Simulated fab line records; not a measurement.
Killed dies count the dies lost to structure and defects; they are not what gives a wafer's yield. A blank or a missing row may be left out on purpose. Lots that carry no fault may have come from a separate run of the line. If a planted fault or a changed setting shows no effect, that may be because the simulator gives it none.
Which of the tools did it? ; flow nand_harc ; Sampling: 13 lots, 37 wafers, 5 of 1159 route steps

## WHAT THE GAUGES READ, wafer by wafer
NHARC_END_SORT_01. Usual: killed_at_array 27, standard deviation 12; killed_at_other 0.9, standard deviation 1.1; killed_at_periphery 3.2, standard deviation 2.4; killed_dies 31, standard deviation 12; killed_open 3.3, standard deviation 1.7; killed_short 2.0, standard deviation 1.6.
lot;measured;on;killed_at_array;killed_at_other;killed_at_periphery;killed_dies;killed_open;killed_short;flag
L769;day 25 11:40;prober-02;21 509;0 0;5 3;26 512;6 5;2 0;OFF

## EACH LOT AND THE TOOL THAT RAN IT (in order: tool; ch and the chambers of the sampled wafers; start)
lot;NHARC_A_STAIRCASE_CMP_450;NHARC_A_STAIRCASE_CMP_152;NHARC_A_SGD_CUT_ETCH_15;NHARC_A_SGD_CUT_ETCH_16
L757;cmp-03 ch 0,2, day 13 20:09;cmp-03 ch 0,2, day 13 20:13;rie_diel-08 ch 2,3, day 14 01:26 or earlier;rie_diel-08 ch 1,2,3, day 14 01:26
L759;cmp-02 ch 0,1,2, day 14 00:23;cmp-02 ch 0,1,2, day 14 00:27;rie_diel-04 ch 2,3, day 14 03:46 or earlier;rie_diel-04 ch 1,3, day 14 03:46
L761;cmp-03 ch 1,2,3, day 14 12:52;cmp-03 ch 1,2,3, day 14 12:56;rie_diel-04 ch 1,2,3, day 14 16:12 or earlier;rie_diel-04 ch 0,2, day 14 16:12
L760;cmp-04 ch 0,2,3, day 14 14:04;cmp-04 ch 0,2,3, day 14 14:08;rie_diel-01 ch 2,3, day 14 17:38;rie_diel-01 ch 2,3, day 14 17:47
L762;cmp-04 ch 0,1,2, day 14 17:51;cmp-04 ch 0,1,2, day 14 17:56;rie_diel-08 ch 1,3, day 14 21:20 or earlier;rie_diel-08 ch 1,2,3, day 14 21:20
L765;cmp-02 ch 1,2, day 15 18:19;cmp-02 ch 1,2, day 15 18:23;rie_diel-01 ch 1,2, day 15 21:45 or earlier;rie_diel-01 ch 1,2, day 15 21:45
L763;cmp-03 ch 0,1, day 16 01:44;cmp-03 ch 0,1, day 16 01:49;rie_diel-01 ch 0,3, day 16 05:09 or earlier;rie_diel-01 ch 0,2,3, day 16 05:09
L769;cmp-04 ch 0,1, day 16 19:49;cmp-04 ch 0,1, day 16 19:53;rie_diel-08 ch 2,3, day 16 23:15 or earlier;rie_diel-08 ch 0,1, day 16 23:15
L771;cmp-02 ch 1,3, day 17 08:58;cmp-02 ch 1,3, day 17 09:03;rie_diel-08 ch 0,2, day 17 13:12 or earlier;rie_diel-08 ch 0,3, day 17 13:12
L773;cmp-03 ch 2,3, day 17 16:56;cmp-03 ch 2,3, day 17 17:01;rie_diel-01 ch 0,1, day 17 20:26 or earlier;rie_diel-01 ch 1,3, day 17 20:26
L774;cmp-03 ch 1,3, day 17 17:11;cmp-03 ch 1,3, day 17 17:15;rie_diel-01 ch 1,2, day 17 20:55 or earlier;rie_diel-01 ch 0,3, day 17 20:55
L777;cmp-02 ch 0,2,3, day 18 11:43;cmp-02 ch 0,2,3, day 18 11:48;rie_diel-04 ch 0,2,3, day 18 16:58 or earlier;rie_diel-04 ch 1,2,3, day 18 16:58
L775;cmp-03 ch 1,2, day 18 22:28;cmp-03 ch 1,2, day 18 22:32;rie_diel-01 ch 2,3, day 19 01:52 or earlier;rie_diel-01 ch 0,3, day 19 01:52
- NHARC_A_STAIRCASE_CMP_450: polishes SiO2, target thk 200 nm.
- NHARC_A_STAIRCASE_CMP_152: polishes.
- NHARC_A_SGD_CUT_ETCH_15: etches the open film in CH3F/O2, target depth 75 nm, time 64.3 s.
- NHARC_A_SGD_CUT_ETCH_16: etches the open film in C4F8/O2/Ar, target depth 310.5 nm, time 155.2 s.

## AS READ BY THE TOOLS THEMSELVES (means over the sampled wafers that have a number; for cases with no such wafer, the mark the record gives instead)
NHARC_A_STAIRCASE_CMP_450. Usual: motor_current_A 11.8 A, standard deviation 1; slurry_filter_dp_kPa 13.51 kPa, standard deviation 0.12.
lot;tool;motor_current_A (A);slurry_filter_dp_kPa (kPa);flag
L757;cmp-03;13.1;13.50;
L759;cmp-02;11.1;13.47;
L761;cmp-03;12.1;13.49;
L760;cmp-04;11.7;13.53;
L762;cmp-04;12.5;13.47;
L765;cmp-02;11.6;13.55;
L763;cmp-03;11.5;13.51;
L769;cmp-04;12.5;13.46;
L771;cmp-02;11.7;13.55;
L773;cmp-03;13.0;13.50;
L774;cmp-03;10.9;13.54;
L777;cmp-02;11.2;13.53;
L775;cmp-03;12.2;13.45;

NHARC_A_STAIRCASE_CMP_152. Usual: motor_current_A 11.8 A, standard deviation 1.1; slurry_filter_dp_kPa 13.48 kPa, standard deviation 0.14.
lot;tool;motor_current_A (A);slurry_filter_dp_kPa (kPa);flag
L757;cmp-03;12.9;13.53;
L759;cmp-02;11.4;13.40;
L761;cmp-03;11.9;13.57;
L760;cmp-04;12.6;13.49;
L762;cmp-04;12.8;13.45;
L765;cmp-02;11.4;13.49;
L763;cmp-03;11.9;13.44;
L769;cmp-04;12.3;13.52;
L771;cmp-02;11.4;13.44;
L773;cmp-03;13.4;13.46;
L774;cmp-03;10.9;13.28;
L777;cmp-02;10.6;13.49;
L775;cmp-03;12.1;13.54;

NHARC_A_SGD_CUT_ETCH_15. Usual: chamber_pressure_mTorr 25.001 mTorr, standard deviation 0.021; drypump_motor_current_A 5.6 A, standard deviation 0.4; mfc_ar_sccm 199.9 sccm, standard deviation 0.62; o2_flow_sccm 30.00 sccm, standard deviation 0.097; oes_product_au 0.961 a.u., standard deviation 0.018; rf_vpp_V 263.6 V, standard deviation 1.9; run_length_s 85.8 s, standard deviation 0.45; showerhead_plenum_p_Torr 2.45 Torr, standard deviation 0.11; throttle_valve_pct 20.663 %, standard deviation 0.009.
lot;tool;chamber_pressure_mTorr (mTorr);drypump_motor_current_A (A);mfc_ar_sccm (sccm);o2_flow_sccm (sccm);oes_product_au (a.u.);rf_vpp_V (V);run_length_s (s);showerhead_plenum_p_Torr (Torr);throttle_valve_pct (%);flag
L757;rie_diel-08;24.983;5.6;199.3;30.02;0.953;262.2;85.9;2.35;20.667;
L759;rie_diel-04;25.018;5.7;200.0;29.84;0.957;265.2;85.7;2.56;20.654;
L761;rie_diel-04;25.003;5.6;200.2;29.92;0.974;264.1;86.0;2.50;20.663;
L760;rie_diel-01;25.021;5.8;199.7;30.12;0.963;263.4;86.0;2.46;20.661;
L762;rie_diel-08;25.000;5.5;199.4;30.02;0.946;263.0;86.2;2.41;20.660;
L765;rie_diel-01;24.994;5.4;199.8;30.04;0.959;263.6;85.6;2.45;20.665;
L763;rie_diel-01;25.017;5.5;199.8;30.08;0.977;262.5;86.3;2.40;20.664;
L769;rie_diel-08;24.992;5.7;199.8;29.93;0.960;262.9;85.9;2.37;20.662;
L771;rie_diel-08;25.009;6.0;200.2;30.01;0.961;263.1;85.8;2.41;20.655;
L773;rie_diel-01;24.988;5.1;200.0;29.97;0.968;263.2;85.6;2.39;20.664;
L774;rie_diel-01;24.995;5.5;200.4;29.99;0.947;264.3;85.3;2.53;20.660;
L777;rie_diel-04;24.976;5.7;199.7;30.03;0.966;264.1;85.7;2.48;20.659;
L775;rie_diel-01;24.984;5.7;199.7;29.98;0.969;264.6;85.6;2.54;20.665;

NHARC_A_SGD_CUT_ETCH_16. Usual: chamber_pressure_mTorr 24.998 mTorr, standard deviation 0.024; oes_product_au 0.971 a.u., standard deviation 0.016; rf_vpp_V 723 V, standard deviation 4.5; run_length_s 176.7 s, standard deviation 0.44.
lot;tool;chamber_pressure_mTorr (mTorr);oes_product_au (a.u.);rf_vpp_V (V);run_length_s (s);flag
L757;rie_diel-08;24.989;0.975;723;176.7;
L759;rie_diel-04;24.996;0.995;723;176.9;
L761;rie_diel-04;24.996;0.977;722;176.5;
L760;rie_diel-01;25.007;0.979;724;177.0;
L762;rie_diel-08;25.001;0.967;723;176.5;
L765;rie_diel-01;25.014;0.975;726;176.4;
L763;rie_diel-01;24.976;0.983;725;176.5;
L769;rie_diel-08;24.978;0.986;724;183.9;OFF
L771;rie_diel-08;24.992;0.966;718;184.2;OFF
L773;rie_diel-01;24.979;0.977;719;176.7;
L774;rie_diel-01;24.986;0.962;722;176.7;
L777;rie_diel-04;24.991;0.980;725;176.9;
L775;rie_diel-01;25.015;0.983;721;177.2;

## THE ANSWER, worked out from the rows above alone
Rule: take the mean of a lot's wafers that have a number; if it is more than 3 standard deviations from the usual mean, the lot is off. A lot without any number at a reading at which 4 lots or more have one is off too. Any other lot the step has rows for is counted as sound. First the gauges in route order, then the tools' own readings, where a lot's mean is used as printed above. At the first step where some lot is off, the reading lying furthest off is the one used; lots without a number count as furthest.
Off at NHARC_END_SORT_01 (killed_at_array): L769. Neither off nor sound, because the step has no rows for them: L757, L759, L761, L760, L762, L765, L763, L771, L773, L774, L777, L775.
If a tool, at a process step before that reading, ran all the lots that are off and no sound lot after the first of them, it fits. Not tried: the gauges at NHARC_END_SORT_01; whatever is off there is also off at NHARC_A_SGD_CUT_ETCH_16, on other tools, and gauge error can't account for it. NHARC_A_SGD_CUT_ETCH_15: start missing for some lots; hours and lot order therefore follow NHARC_A_SGD_CUT_ETCH_16. This does not decide it: 2 tools fit, namely cmp-04 at NHARC_A_STAIRCASE_CMP_450 and NHARC_A_STAIRCASE_CMP_152 and rie_diel-08 at NHARC_A_SGD_CUT_ETCH_15 and NHARC_A_SGD_CUT_ETCH_16.

## WHAT WAS PUT IN BY THE SIMULATOR
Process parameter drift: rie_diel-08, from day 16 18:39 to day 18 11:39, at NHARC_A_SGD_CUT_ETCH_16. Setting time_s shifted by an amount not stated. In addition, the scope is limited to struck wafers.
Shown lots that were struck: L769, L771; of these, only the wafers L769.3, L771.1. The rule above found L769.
